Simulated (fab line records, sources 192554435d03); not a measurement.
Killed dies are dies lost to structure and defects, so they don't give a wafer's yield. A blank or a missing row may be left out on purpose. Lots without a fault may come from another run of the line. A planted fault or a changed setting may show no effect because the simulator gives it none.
fab line records | flow n5_finfet
record lots=22 wafers=66 last_day=20
route steps=1938 shown BEOL_M15@1814 MIM_BOT@1832 MIM_TOP@1836 MIM_TOP_LITHO@1850 MIM_BOT_ETCH@1869
lots that met no fault: from a run of the same line without faults
start_h: hours from the record's first day to the start of the lot's first wafer shown | wait_h: hours since the lot's step before | " the same as in the row above | L1.1+2: a row that stands for several wafers | - no value, or no start given | * or withheld: withheld | < > ~ a bound
route shown NAME@n: a module of which the file shows steps, and the number in the route of the first | usual: mean/standard deviation of fault-free wafers | same: alike in all rows | chamber/n: place in a boat | sites: the reading at each site | _std_site: their standard deviation | _edge_site: outer sites' mean less inner sites' | radius_mm: how far each site lies from the wafer's centre | mask NAME#n: copy n | behind: the tool/chamber that last shaped the wafer | hold: why the lot was held/for how many hours/how that ended | device: the transistor (n, p or np) that didn't switch | end of line: the same wafers' tests at the end of the route | a step without rows: its recipe alone | killed: dies lost to structure and defects at the first sort, not the wafer's yield | map: a wafer's dies, x killed, . not, _ none there
set.NAME: the setting as run; set.NAME@STEP: as run at that earlier step | model.NAME: the simulator's own value behind a step, which no gauge read
steps of the route over a sample of lots; a table a step, a row a wafer
services: from which hour (start_h, from the record's first day; less than 0 if before it) a tool's chamber was out of use, for how many hours, and why
## steps
# step N5_BEOL_M15_ETCH_38
# recipe chemistry=CF4/N2 target=SiCN target_depth_a=1064 taper_deg=2 time_s=120.5 ion_energy_ev=150 mask_material=SiO2 pressure_mtorr=40 source_w=430 bias_w=70 Ar_flow_sccm=100 cf4_flow_sccm=60 n2_flow_sccm=60
# usual chamber_pressure_mTorr=40.00/0.037 drypump_motor_current_A=5.6/0.34 mfc_ar_sccm=100.0/0.31 n2_flow_sccm=59.99/0.17 oes_product_au=0.79/0.082 rf_vpp_V=382.0/2.1 showerhead_plenum_p_Torr=2.20/0.078 throttle_valve_pct=15.43/0.23
# columns lot.wafer tool chamber start_h wait_h chamber_pressure_mTorr drypump_motor_current_A mfc_ar_sccm n2_flow_sccm oes_product_au rf_hours_counter_h rf_vpp_V showerhead_plenum_p_Torr throttle_valve_pct
L074.2 rie_diel-06 0 - - 40.03 5.5 100.0 59.99 0.88 46 381.1 2.15 15.08
L074.3 " 3 " " 40.00 5.8 100.1 60.29 0.69 225 381.1 2.19 15.75
L074.5 " 0 " " 40.04 5.5 99.9 59.88 0.89 - 380.4 2.15 15.07
L075.3 rie_diel-06 1 - - 40.06 5.4 99.9 60.34 0.81 97 383.1 2.23 15.52
L075.5 " 3 " " 40.03 5.8 99.8 60.01 0.67 - 383.3 2.18 15.75
L075.6 " 0 " " 40.02 5.5 99.8 60.30 0.87 - 380.9 2.15 15.08
L078.1 rie_diel-03 1 - - 39.97 6.5 100.4 59.76 0.74 194 381.0 2.20 15.56
L078.3 " 3 " " 39.99 4.9 100.1 60.09 0.74 210 385.2 2.28 15.81
L078.6 " 3 " " 39.99 4.9 100.1 59.71 0.74 - 385.4 2.27 15.82
L076.1 rie_diel-03 0 - - 39.93 6.0 100.2 59.94 0.80 76 382.4 2.24 15.42
L076.4 " 3 " " 39.98 4.9 99.8 60.06 0.73 211 383.9 2.27 15.80
L076.5 " 3 " " 40.02 4.9 99.8 60.34 0.73 - 383.6 2.27 15.82
L077.1 rie_diel-03 2 - - 39.94 5.4 99.8 60.19 0.93 5 382.9 2.24 15.02
L077.4 " 1 " " 40.06 6.4 99.9 60.22 0.74 196 382.0 2.20 15.58
L077.5 " 1 " " 39.87 6.4 100.1 59.90 0.74 - 381.3 2.20 15.59
L079.1 rie_diel-06 3 - - 39.99 5.8 100.3 59.74 0.67 238 382.2 2.18 15.77
L079.4 " 1 " " 40.09 5.3 100.1 60.25 0.79 105 382.1 2.23 15.54
L079.6 " 2 " " 39.96 5.9 100.3 59.74 0.75 - 378.4 2.04 15.50
L083.2 rie_diel-02 3 - - 39.96 5.7 100.6 59.80 0.68 244 379.2 2.07 15.67
L083.5 " 3 " " 40.03 5.7 100.2 59.95 0.68 - 380.4 2.07 15.68
L083.6 " 0 " " 40.06 5.5 100.3 59.94 0.76 - 378.9 2.12 15.38
L080.1 rie_diel-06 3 - - 40.01 5.8 99.2 60.04 0.68 244 380.5 2.18 15.78
L080.3 " 0 " " 40.03 5.5 99.9 59.88 0.85 67 380.3 2.14 15.12
L080.6 " 1 " " 39.98 5.4 99.9 60.09 0.79 - 382.2 2.23 15.54
L084.1 rie_diel-03 2 - - 39.97 5.4 100.1 59.79 0.90 15 383.1 2.24 15.04
L084.4 " 0 " " 39.97 6.0 99.8 59.81 0.78 87 383.2 2.24 15.43
L084.6 " 1 " " 39.97 6.4 99.7 59.99 0.74 - 380.8 2.19 15.60
L085.1 rie_diel-02 2 - - 40.05 5.5 99.7 59.94 0.72 238 381.2 2.18 15.64
L085.2 " 0 " " 39.99 5.5 99.6 60.16 0.75 156 379.9 2.12 15.39
L085.4 " 2 " " 40.00 5.5 99.7 59.94 0.73 - 382.3 2.18 15.61
L088.1 rie_diel-02 1 - - 39.97 5.4 100.0 60.13 0.80 126 383.5 2.31 15.32
L088.2 " 3 " " 39.98 5.6 99.6 60.20 0.92 3 385.9 2.33 15.19
L088.6 " 0 " " 40.01 5.5 100.2 60.00 0.74 - 380.5 2.12 15.41
L087.1 rie_diel-06 0 - - 39.97 5.5 99.8 59.86 0.83 80 380.2 2.14 15.14
L087.2 " 1 " " 40.01 5.4 99.9 59.83 0.77 125 382.1 2.22 15.57
L087.4 " 2 " " 40.01 5.8 100.3 59.89 0.74 - 380.2 2.04 15.50
L089.1 rie_diel-02 3 - - 40.02 5.6 100.5 60.36 0.91 5 386.0 2.33 15.21
L089.2 " 1 " " 39.96 5.4 100.3 60.03 0.80 128 384.6 2.30 15.33
L089.6 " 0 " " 40.01 5.5 99.8 60.11 0.74 - 380.6 2.12 15.41
L086.2 rie_diel-02 0 - - 39.96 5.5 99.8 60.00 0.74 169 378.6 2.11 15.40
L086.4 " 2 " " 40.02 5.6 100.0 59.98 0.72 250 380.5 2.17 15.64
L086.6 " 3 " " 40.01 5.7 99.6 60.33 0.90 - 386.4 2.33 15.20
L091.1 rie_diel-06 0 - - 39.98 5.5 99.9 59.93 0.82 89 382.8 2.14 15.16
L091.4 " 2 " " 40.04 5.8 100.1 59.84 0.73 159 377.8 2.03 15.52
L091.5 " 2 " " 39.98 5.9 100.0 59.98 0.73 - 377.0 2.03 15.54
L093.3 rie_diel-06 1 - - 40.01 5.4 99.9 60.14 0.76 139 383.0 2.22 15.60
L093.4 " 3 " " 40.01 5.8 100.1 60.09 0.95 9 381.5 2.17 15.33
L093.6 " 3 " " 39.96 5.8 99.7 60.18 0.95 - 381.5 2.17 15.32
L092.1 rie_diel-06 1 - - 39.95 5.4 100.2 59.66 0.77 141 382.5 2.22 15.60
L092.3 " 3 " " 40.03 5.8 99.7 60.05 0.93 11 380.5 2.17 15.31
L092.5 " 3 " " 39.95 5.8 100.2 60.06 0.94 - 381.2 2.17 15.34
L094.4 rie_diel-03 1 - - 40.03 6.5 99.6 60.15 0.71 221 381.9 2.19 15.65
L094.5 " 1 " " 40.11 6.5 99.8 60.06 0.72 - 381.9 2.19 15.63
L094.6 " 2 " " 39.99 5.4 99.5 59.85 0.88 - 382.9 2.23 15.06
L090.1 rie_diel-03 0 - - 39.97 6.0 100.2 59.79 0.77 108 381.6 2.23 15.49
L090.3 " 2 " " 40.03 5.4 99.9 59.98 0.88 37 385.2 2.23 15.09
L090.5 " 2 " " 40.03 5.4 100.3 60.17 0.88 - 383.6 2.23 15.07
L097.1 rie_diel-03 1 - - 40.01 6.5 100.0 60.01 0.73 222 380.9 2.19 15.63
L097.4 " 3 " " 40.04 5.0 100.4 60.01 0.71 246 384.6 2.26 15.88
L097.6 " 0 " " 39.98 6.0 99.7 59.84 0.78 - 382.9 2.23 15.50
L096.2 rie_diel-02 2 - - 39.97 5.5 99.3 59.90 1.02 9 381.7 2.17 15.21
L096.3 " 3 " " 40.05 5.6 100.5 60.05 0.85 27 385.9 2.32 15.25
L096.4 " 2 " " 40.00 5.5 99.6 60.11 1.02 - 381.5 2.17 15.21
L095.2 rie_diel-02 0 - - 40.03 5.5 100.5 60.05 0.72 189 380.3 2.11 15.47
L095.4 " 3 " " 40.01 5.6 100.5 59.98 0.85 31 385.0 2.32 15.26
L095.5 " 2 " " 39.96 5.6 99.3 59.83 1.01 - 381.1 2.17 15.24
# step N5_BEOL_M15_INSPECT_55
# recipe inspect_instrument=darkfield mode=post_dep
# usual raw_defect_count=70/25
# columns lot.wafer tool chamber start_h wait_h raw_defect_count
L074.2 defect_inspect-02 - 286.90 0.0 78
L074.3 " - " " 73
L074.5 " - " " 68
L075.3 defect_inspect-01 - 305.62 0.0 47
L075.5 " - " " 69
L075.6 " - " " 73
L078.1 defect_inspect-01 - 317.97 0.0 53
L078.3 " - " " 34
L078.6 " - " " 33
L076.1 defect_inspect-01 - 319.75 0.0 65
L076.4 " - " " 44
L076.5 " - " " 65
L077.1 defect_inspect-02 - 323.19 0.0 59
L077.4 " - " " 75
L077.5 " - " " 96
L079.1 defect_inspect-02 - 330.96 0.0 112
L079.4 " - " " 87
L079.6 " - " " 78
L083.2 defect_inspect-02 - 332.37 0.0 44
L083.5 " - " " 56
L083.6 " - " " 56
L080.1 defect_inspect-02 - 346.93 0.0 74
L080.3 " - " " 76
L080.6 " - " " 68
L084.1 defect_inspect-01 - 360.69 0.0 36
L084.4 " - " " 32
L084.6 " - " " 72
L085.1 defect_inspect-01 - 366.74 0.0 62
L085.2 " - " " 53
L085.4 " - " " 48
L088.1 defect_inspect-02 - 379.05 0.0 62
L088.2 " - " " 70
L088.6 " - " " 51
L087.1 defect_inspect-01 - 379.92 0.0 71
L087.2 " - " " 144
L087.4 " - " " 38
L089.1 defect_inspect-01 - 386.04 0.0 96
L089.2 " - " " 125
L089.6 " - " " 74
L086.2 defect_inspect-02 - 403.00 0.0 49
L086.4 " - " " 65
L086.6 " - " " 83
L091.1 defect_inspect-02 - 403.78 0.0 85
L091.4 " - " " 79
L091.5 " - " " 78
L093.3 defect_inspect-02 - 416.05 0.0 56
L093.4 " - " " 48
L093.6 " - " " 71
L092.1 defect_inspect-02 - 424.00 0.0 54
L092.3 " - " " 65
L092.5 " - " " 76
L094.4 defect_inspect-02 - 436.97 0.0 137
L094.5 " - " " 135
L094.6 " - " " 107
L090.1 defect_inspect-02 - 455.30 0.0 112
L090.3 " - " " 60
L090.5 " - " " 83
L097.1 defect_inspect-01 - 460.41 0.0 47
L097.4 " - " " 51
L097.6 " - " " 33
L096.2 defect_inspect-01 - 461.97 0.0 61
L096.3 " - " " 87
L096.4 " - " " 47
L095.2 defect_inspect-02 - 474.48 0.0 90
L095.4 " - " " 100
L095.5 " - " " 41
# step N5_MIM_BOT_DEGAS_01
# recipe ambient=vacuum temp_c=300 time_s=60
# usual heater_power_w=461/28 susceptor_temp_C=299.99/0.19
# columns lot.wafer tool chamber start_h wait_h heater_power_w susceptor_temp_C
L074.2 pvd_sputter-01 - 288.42 0.5 477 300.25
L074.3 " - " " 483 299.97
L074.5 " - " " 461 299.67
L075.3 pvd_sputter-03 - 307.12 0.5 476 299.98
L075.5 " - " " 442 300.36
L075.6 " - " " 467 299.82
L078.1 pvd_sputter-02 - 321.32 2.3 484 299.95
L078.3 " - " " 437 299.86
L078.6 " - " " 431 299.99
L076.1 pvd_sputter-02 - 321.68 0.9 485 300.04
L076.4 " - " " 428 299.95
L076.5 " - " " 487 300.12
L077.1 pvd_sputter-03 - 325.31 1.1 491 300.19
L077.4 " - " " 459 300.14
L077.5 " - " " 444 299.79
L079.1 pvd_sputter-01 - 332.23 0.3 413 300.13
L079.4 " - " " 513 300.20
L079.6 " - " " 512 300.12
L083.2 pvd_sputter-02 - 334.56 1.2 490 299.67
L083.5 " - " " 420 299.87
L083.6 " - " " 455 300.25
L080.1 pvd_sputter-01 - 348.50 0.6 487 299.95
L080.3 " - " " 519 300.19
L080.6 " - " " 479 299.68
L084.1 pvd_sputter-01 - 362.23 0.5 477 299.97
L084.4 " - " " 430 299.81
L084.6 " - " " 505 299.63
L085.1 pvd_sputter-02 - 368.21 0.5 435 300.04
L085.2 " - " " 489 299.78
L085.4 " - " " 455 300.00
L088.1 pvd_sputter-03 - 384.11 4.1 476 300.00
L088.2 " - " " 503 300.09
L088.6 " - " " 452 300.09
L087.1 pvd_sputter-03 - 384.23 3.2 448 299.74
L087.2 " - " " 473 299.54
L087.4 " - " " 501 299.84
L089.1 pvd_sputter-03 - 387.71 0.7 491 299.85
L089.2 " - " " 477 300.27
L089.6 " - " " 442 300.06
L086.2 pvd_sputter-03 - 405.39 1.4 462 299.92
L086.4 " - " " 500 300.06
L086.6 " - " " 489 300.08
L091.1 pvd_sputter-03 - 405.77 1.0 467 299.83
L091.4 " - " " 433 299.74
L091.5 " - " " 443 299.98
L093.3 pvd_sputter-03 - 419.62 2.6 505 299.79
L093.4 " - " " 456 299.96
L093.6 " - " " 481 300.06
L092.1 pvd_sputter-02 - 425.94 0.9 400 300.17
L092.3 " - " " 428 299.89
L092.5 " - " " 424 300.00
L094.4 pvd_sputter-03 - 446.82 8.8 458 300.18
L094.5 " - " " 437 300.23
L094.6 " - " " 469 300.19
L090.1 pvd_sputter-02 - 457.38 1.1 449 300.01
L090.3 " - " " 433 299.97
L090.5 " - " " 428 300.17
L097.1 pvd_sputter-03 - 464.13 2.7 472 300.12
L097.4 " - " " 444 300.23
L097.6 " - " " 454 300.13
L096.2 pvd_sputter-03 - 464.26 1.3 490 299.93
L096.3 " - " " 447 300.09
L096.4 " - " " 433 299.88
L095.2 pvd_sputter-02 - 475.96 0.5 426 300.21
L095.4 " - " " 445 300.13
L095.5 " - " " 398 299.69
# step N5_MIM_TOP_ALD_02
# recipe material=Al2O3 target_thk_a=* temp_c=withheld ald_precursor_family=TMA ald_co_reactant=O3 pulse_time_s=withheld purge_time_s=3 co_reactant_purge_time_s=withheld co_reactant_pulse_time_s=3 ald_cycles=withheld
# usual precursor_pulse_height_rel=1.000/0.021
# columns lot.wafer tool chamber start_h wait_h precursor_pulse_height_rel
L074.2 ald_hk-03 0 - - 1.006
L074.3 " 2 " " 0.970
L074.5 " 3 " " 1.010
L075.3 ald_hk-01 0 - - 0.971
L075.5 " 3 " " 1.008
L075.6 " 2 " " 0.965
L078.1 ald_hk-01 3 - - 0.961
L078.3 " 2 " " 0.962
L078.6 " 0 " " 1.037
L076.1 ald_hk-03 1 - - 0.985
L076.4 " 0 " " 1.021
L076.5 " 2 " " 0.993
L077.1 ald_hk-03 2 - - 1.000
L077.4 " 3 " " 1.011
L077.5 " 1 " " 0.995
L079.1 ald_hk-02 1 - - 1.033
L079.4 " 3 " " 1.043
L079.6 " 3 " " 1.014
L083.2 ald_hk-03 2 - - 0.983
L083.5 " 3 " " 1.015
L083.6 " 0 " " 0.970
L080.1 ald_hk-03 0 - - 1.005
L080.3 " 3 " " 1.012
L080.6 " 3 " " 1.045
L084.1 ald_hk-02 1 - - 0.987
L084.4 " 0 " " 1.039
L084.6 " 0 " " 1.018
L085.1 ald_hk-01 0 - - 1.030
L085.2 " 3 " " 0.995
L085.4 " 1 " " 1.000
L088.1 ald_hk-02 3 - - 0.988
L088.2 " 2 " " 1.004
L088.6 " 0 " " 0.998
L087.1 ald_hk-03 2 - - 0.998
L087.2 " 0 " " 0.996
L087.4 " 3 " " 0.996
L089.1 ald_hk-01 0 - - 0.990
L089.2 " 2 " " 1.019
L089.6 " 2 " " 1.022
L086.2 ald_hk-02 2 - - 0.992
L086.4 " 1 " " 1.000
L086.6 " 2 " " 0.988
L091.1 ald_hk-03 0 - - 1.022
L091.4 " 3 " " 1.020
L091.5 " 3 " " 1.015
L093.3 ald_hk-01 3 - - 0.989
L093.4 " 2 " " 1.000
L093.6 " 2 " " 0.995
L092.1 ald_hk-02 0 - - 1.025
L092.3 " 1 " " 0.979
L092.5 " 1 " " 0.954
L094.4 ald_hk-03 1 - - 1.011
L094.5 " 0 " " 0.981
L094.6 " 3 " " 0.990
L090.1 ald_hk-01 3 - - 1.009
L090.3 " 2 " " 0.975
L090.5 " 1 " " 1.004
L097.1 ald_hk-01 0 - - 1.006
L097.4 " 3 " " 0.983
L097.6 " 1 " " 0.985
L096.2 ald_hk-02 0 - - 0.987
L096.3 " 1 " " 0.963
L096.4 " 3 " " 0.983
L095.2 ald_hk-02 0 - - 0.970
L095.4 " 2 " " 0.999
L095.5 " 2 " " 0.993
# step N5_MIM_TOP_LITHO_DESCUM_10
# recipe chemistry=O2 time_s=7.9 source_power_w=50 bias_power_w=20 pressure_mtorr=20 rf_frequency_hz=2.712e+07 temp_c=40 o2_flow_sccm=225
# usual chamber_pressure_mTorr=20.000/0.019 drypump_motor_current_A=5.6/0.39 oes_product_au=0.80/0.09 rf_vpp_V=243.1/1.5 showerhead_plenum_p_Torr=2.09/0.077 throttle_valve_pct=20.42/0.28
# columns lot.wafer tool chamber start_h wait_h chamber_pressure_mTorr drypump_motor_current_A oes_product_au rf_hours_counter_h rf_vpp_V showerhead_plenum_p_Torr throttle_valve_pct
L074.2 rie_diel-04 0 289.69 0.0 20.008 5.8 0.76 161 242.1 2.12 20.23
L074.3 " 3 " " 20.004 5.5 0.74 182 240.0 2.02 20.64
L074.5 " 2 " " 20.027 5.6 0.84 - 243.6 2.10 20.46
L075.3 rie_diel-04 1 308.74 0.0 19.971 6.1 0.70 223 240.5 1.98 20.69
L075.5 " 2 " " 20.009 5.6 0.85 - 243.2 2.10 20.47
L075.6 " 3 " " 19.985 5.5 0.74 - 241.7 2.02 20.66
L078.1 rie_diel-01 1 323.03 0.1 20.019 5.8 0.76 163 246.3 2.18 20.21
L078.3 " 0 " " 20.017 6.3 0.91 26 242.8 2.16 20.36
L078.6 " 3 " " 19.969 5.0 0.71 - 241.7 2.01 20.72
L076.1 rie_diel-04 2 323.47 0.0 19.995 5.6 0.84 81 243.1 2.09 20.47
L076.4 " 3 " " 19.997 5.5 0.73 194 240.0 2.02 20.67
L076.5 " 2 " " 20.019 5.6 0.82 - 244.2 2.09 20.47
L077.1 rie_diel-04 2 326.60 0.0 19.974 5.6 0.83 82 244.6 2.09 20.46
L077.4 " 3 " " 19.976 5.5 0.72 196 242.0 2.02 20.68
L077.5 " 0 " " 20.007 5.8 0.75 - 242.9 2.11 20.25
L079.1 rie_diel-04 0 334.12 0.1 20.013 5.8 0.75 176 242.9 2.11 20.28
L079.4 " 1 " " 20.013 6.2 0.68 231 241.0 1.98 20.70
L079.6 " 1 " " 20.002 6.2 0.68 - 242.8 1.98 20.72
L083.2 rie_diel-01 3 336.56 0.0 20.004 5.0 0.71 198 240.4 2.01 20.75
L083.5 " 0 " " 20.020 6.3 0.90 - 245.2 2.15 20.38
L083.6 " 3 " " 20.045 5.1 0.72 - 241.4 2.01 20.75
L080.1 rie_diel-05 2 349.85 0.1 20.012 5.3 0.92 24 244.6 2.11 20.13
L080.3 " 0 " " 20.011 5.1 0.70 250 240.8 1.94 20.17
L080.6 " 3 " " 19.999 5.5 0.94 - 243.7 2.24 20.03
L084.1 rie_diel-04 3 365.75 0.6 20.020 5.5 0.71 216 243.3 2.01 20.70
L084.4 " 1 " " 20.027 6.1 0.68 - 240.8 1.97 20.73
L084.6 " 3 " " 20.013 5.5 0.70 - 241.6 2.01 20.71
L085.1 rie_diel-01 2 369.96 0.6 19.978 5.1 1.00 5 242.5 2.05 20.22
L085.2 " 1 " " 20.035 5.8 0.74 178 245.8 2.17 20.24
L085.4 " 3 " " 20.005 5.1 0.71 206 242.3 2.00 20.77
L088.1 rie_diel-05 3 385.77 0.0 19.960 5.4 0.90 52 246.0 2.23 20.07
L088.2 " 0 " " 20.017 5.1 0.95 8 246.6 2.20 19.88
L088.6 " 2 " " 19.969 5.3 0.87 - 246.1 2.11 20.15
L087.1 rie_diel-05 1 388.13 0.1 19.977 6.2 0.72 198 242.5 2.08 20.93
L087.2 " 2 " " 19.998 5.3 0.88 43 244.4 2.11 20.16
L087.4 " 3 " " 20.026 5.5 0.90 52 244.6 2.23 20.06
L089.1 rie_diel-05 1 389.00 0.0 19.955 6.2 0.71 199 242.7 2.08 20.95
L089.2 " 2 " " 19.998 5.3 0.87 43 244.2 2.11 20.15
L089.6 " 2 " " 19.997 5.3 0.87 - 244.3 2.11 20.17
L086.2 rie_diel-05 0 407.20 0.2 19.996 5.1 0.92 14 245.5 2.20 19.91
L086.4 " 1 " " 20.017 6.2 0.72 204 243.0 2.08 20.91
L086.6 " 3 " " 19.998 5.4 0.90 - 245.3 2.23 20.06
L091.1 rie_diel-05 2 407.94 0.0 20.016 5.2 0.86 48 244.0 2.11 20.16
L091.4 " 0 " " 19.983 5.2 0.92 14 244.6 2.20 19.90
L091.5 " 2 " " 19.990 5.2 0.86 - 243.7 2.11 20.16
L093.3 rie_diel-04 2 422.27 0.2 19.981 5.6 0.79 125 243.8 2.08 20.57
L093.4 " 3 " " 19.997 5.5 0.69 - 242.7 2.00 20.72
L093.6 " 2 " " 20.004 5.6 0.79 - 243.7 2.08 20.55
L092.1 rie_diel-05 3 427.32 0.0 20.013 5.5 0.88 63 245.5 2.23 20.08
L092.3 " 1 " " 20.001 6.2 0.71 209 243.4 2.07 20.94
L092.5 " 1 " " 19.994 6.2 0.71 - 242.8 2.08 20.94
L094.4 rie_diel-01 3 448.41 0.0 20.008 5.0 0.68 233 241.5 1.99 20.81
L094.5 " 2 " " 19.978 5.1 0.90 - 243.1 2.04 20.23
L094.6 " 1 " " 20.014 5.8 0.72 - 243.6 2.16 20.28
L090.1 rie_diel-01 0 458.93 0.1 20.010 6.3 0.83 70 243.5 2.14 20.43
L090.3 " 1 " " 19.999 5.8 0.72 210 242.6 2.16 20.29
L090.5 " 0 " " 19.971 6.3 0.84 - 244.3 2.14 20.43
L097.1 rie_diel-04 2 467.89 0.2 19.997 5.6 0.78 140 244.2 2.07 20.56
L097.4 " 0 " " 19.976 5.8 0.72 - 242.4 2.10 20.32
L097.6 " 1 " " 20.012 6.2 0.91 - 243.7 2.23 20.46
L096.2 rie_diel-01 3 467.99 0.1 19.985 5.0 0.68 240 241.0 1.99 20.81
L096.3 " 0 " " 19.995 6.2 0.84 74 242.6 2.14 20.43
L096.4 " 2 " " 20.032 5.1 0.90 40 241.7 2.04 20.26
L095.2 rie_diel-04 0 480.11 0.9 20.013 5.8 0.72 216 243.7 2.10 20.32
L095.4 " 1 " " 19.992 6.1 0.89 22 245.3 2.23 20.48
L095.5 " 0 " " 19.969 5.8 0.71 - 243.2 2.10 20.32
# step N5_MIM_BOT_ETCH_STRIP_01
# recipe chemistry=O2 power_w=600 temp_c=60 pressure_mtorr=30 rf_frequency_hz=6e+07 bias_power_w=0 overash_fraction=0.5 o2_flow_sccm=225
# usual chamber_pressure_mTorr=30.00/0.076 drypump_motor_current_A=5.6/0.43 oes_product_au=0.81/0.097 rf_vpp_V=3.6/1.2 showerhead_plenum_p_Torr=2.11/0.077 throttle_valve_pct=16.66/0.28
# columns lot.wafer tool chamber start_h wait_h chamber_pressure_mTorr drypump_motor_current_A oes_product_au rf_hours_counter_h rf_vpp_V showerhead_plenum_p_Torr throttle_valve_pct
L074.2 rie_diel-01 1 291.14 0.2 29.92 5.8 0.76 154 5.6 2.18 16.53
L074.3 " 0 " " 30.00 6.2 0.94 15 3.0 2.17 16.57
L074.5 " 0 " " 30.03 6.2 0.91 - 3.1 2.16 16.56
L075.3 rie_diel-04 2 309.99 0.1 30.06 5.6 0.84 77 2.3 2.10 16.75
L075.5 " 3 " " 29.98 5.5 0.72 - 2.7 2.02 16.95
L075.6 " 2 " " 30.11 5.6 0.84 - 4.6 2.10 16.79
L078.1 rie_diel-01 1 324.47 0.1 30.05 5.8 0.77 164 1.1 2.18 16.54
L078.3 " 0 " " 29.96 6.2 0.90 27 2.6 2.16 16.58
L078.6 " 3 " " 29.98 5.1 0.73 - 3.5 2.01 17.01
L076.1 rie_diel-01 0 325.01 0.1 29.92 6.2 0.91 27 3.7 2.16 16.57
L076.4 " 3 " " 30.03 5.0 0.70 - 3.0 2.01 16.95
L076.5 " 0 " " 30.09 6.2 0.91 - 5.0 2.16 16.55
L077.1 rie_diel-01 3 327.94 0.1 29.98 5.1 0.72 194 1.8 2.01 16.97
L077.4 " 1 " " 29.93 5.8 0.76 - 2.7 2.18 16.50
L077.5 " 3 " " 29.91 5.0 0.72 - 3.8 2.01 16.98
L079.1 rie_diel-01 1 335.61 0.2 30.05 5.8 0.75 169 2.4 2.18 16.57
L079.4 " 0 " " 30.15 6.2 0.91 - 3.1 2.16 16.59
L079.6 " 1 " " 29.99 5.8 0.75 - 4.0 2.18 16.53
L083.2 rie_diel-04 2 338.12 0.1 29.87 5.6 0.83 87 3.4 2.10 16.77
L083.5 " 2 " " 30.00 5.6 0.83 - 2.6 2.10 16.77
L083.6 " 3 " " 29.85 5.5 0.73 - 3.5 2.02 16.95
L080.1 rie_diel-01 1 351.10 0.1 29.98 5.9 0.75 176 1.8 2.18 16.56
L080.3 " 3 " " 29.90 5.1 0.71 204 1.8 2.01 17.01
L080.6 " 2 " " 30.05 5.2 0.98 - 2.6 2.05 16.40
L084.1 rie_diel-05 2 368.07 0.1 29.97 5.3 0.89 36 1.9 2.11 16.37
L084.4 " 0 " " 30.15 5.1 1.02 - 2.4 2.21 16.08
L084.6 " 2 " " 30.03 5.3 0.89 - 1.0 2.11 16.37
L085.1 rie_diel-05 2 371.26 0.1 30.10 5.3 0.88 38 4.2 2.11 16.42
L085.2 " 3 " " 29.89 5.5 0.90 46 5.4 2.24 16.24
L085.4 " 2 " " 30.02 5.3 0.89 - 3.6 2.11 16.35
L088.1 rie_diel-01 3 387.42 0.4 29.93 5.0 0.69 213 3.2 2.01 17.02
L088.2 " 0 " " 30.10 6.2 0.86 49 4.2 2.15 16.55
L088.6 " 2 " " 30.00 5.1 0.96 - 4.1 2.05 16.43
L087.1 rie_diel-01 0 389.71 0.1 29.96 6.2 0.88 50 4.2 2.15 16.63
L087.2 " 1 " " 30.08 5.9 0.74 186 4.2 2.17 16.52
L087.4 " 3 " " 29.93 5.0 0.70 213 4.6 2.01 16.99
L089.1 rie_diel-05 3 390.13 0.1 30.01 5.5 0.89 53 1.7 2.23 16.26
L089.2 " 1 " " 29.96 6.1 0.72 199 1.8 2.08 17.11
L089.6 " 2 " " 29.98 5.3 0.88 - 4.1 2.11 16.41
L086.2 rie_diel-01 3 408.47 0.1 30.04 5.1 0.69 220 2.8 2.00 16.98
L086.4 " 1 " " 30.12 5.8 0.72 192 5.5 2.17 16.54
L086.6 " 0 " " 29.86 6.2 0.87 - 2.8 2.15 16.63
L091.1 rie_diel-05 3 409.20 0.2 30.03 5.4 0.90 57 2.1 2.23 16.30
L091.4 " 0 " " 29.87 5.1 0.90 15 6.0 2.20 16.08
L091.5 " 1 " " 30.04 6.2 0.71 - 3.0 2.08 17.13
L093.3 rie_diel-04 2 423.52 0.1 29.97 5.6 0.78 125 1.6 2.08 16.90
L093.4 " 3 " " 30.15 5.5 0.69 238 2.3 2.01 16.98
L093.6 " 0 " " 29.92 5.8 0.75 - 3.2 2.11 16.59
L092.1 rie_diel-04 1 428.53 0.1 29.86 6.1 0.97 2 2.8 2.24 16.62
L092.3 " 3 " " 29.98 5.5 0.68 239 2.5 2.01 17.00
L092.5 " 0 " " 29.96 5.8 0.74 - 3.9 2.11 16.60
L094.4 rie_diel-01 1 449.54 0.1 29.97 5.8 0.71 206 3.2 2.16 16.64
L094.5 " 0 " " 29.92 6.3 0.85 - 2.6 2.14 16.68
L094.6 " 1 " " 30.01 5.8 0.74 - 2.7 2.16 16.62
L090.1 rie_diel-04 3 460.51 0.1 30.03 5.5 0.70 248 2.4 2.01 16.99
L090.3 " 2 " " 30.02 5.6 0.77 136 3.9 2.08 16.87
L090.5 " 3 " " 29.83 5.5 0.68 - 4.7 2.00 17.05
L097.1 rie_diel-01 1 469.18 0.1 30.04 5.8 0.70 214 6.2 2.16 16.66
L097.4 " 3 " " 30.03 5.1 0.68 241 4.0 2.00 17.03
L097.6 " 3 " " 29.95 5.0 0.68 - 2.4 2.00 17.04
L096.2 rie_diel-04 1 469.43 0.1 30.03 6.1 0.90 17 5.6 2.23 16.64
L096.3 " 0 " " 30.14 5.8 0.72 211 4.2 2.10 16.59
L096.4 " 0 " " 30.00 5.8 0.73 - 2.4 2.10 16.62
L095.2 rie_diel-05 2 481.37 0.1 29.85 5.3 0.83 67 5.2 2.10 16.41
L095.4 " 1 " " 30.02 6.1 0.69 224 3.1 2.07 17.17
L095.5 " 1 " " 30.00 6.2 0.71 - 4.3 2.07 17.15
## services
# columns tool chamber start_h hours kind
rie_diel-04 0 268.44 10.6 repair
rie_diel-04 3 273.77 2.0 repair
rie_diel-05 1 286.76 30.4 repair
ald_hk-01 - 290.00 6.0 pm
ald_hk-02 - 308.73 0.7 repair
rie_diel-01 1 313.20 6.2 repair
rie_diel-01 2 319.40 - clean
rie_diel-01 2 319.40 - consumable_replace:focus_ring
rie_diel-06 2 331.76 38.5 repair
rie_diel-01 - 351.84 15.6 pm
ald_hk-01 - 360.50 0.5 repair
rie_diel-03 - 377.95 28.1 pm
rie_diel-04 1 380.23 18.4 repair
rie_diel-02 - 383.26 0.5 repair
ald_hk-01 - 383.81 0.7 repair
rie_diel-04 0 386.71 4.0 repair
pvd_sputter-01 - 393.50 73.0 repair
rie_diel-04 - 416.71 2.8 pm
rie_diel-01 0 427.65 10.6 repair
pvd_sputter-02 - 431.19 14.6 repair
rie_diel-03 1 436.31 21.0 repair
rie_diel-06 - 440.85 5.4 repair
rie_diel-02 1 457.33 10.4 repair
rie_diel-01 - 461.42 0.7 repair
## key
fault none
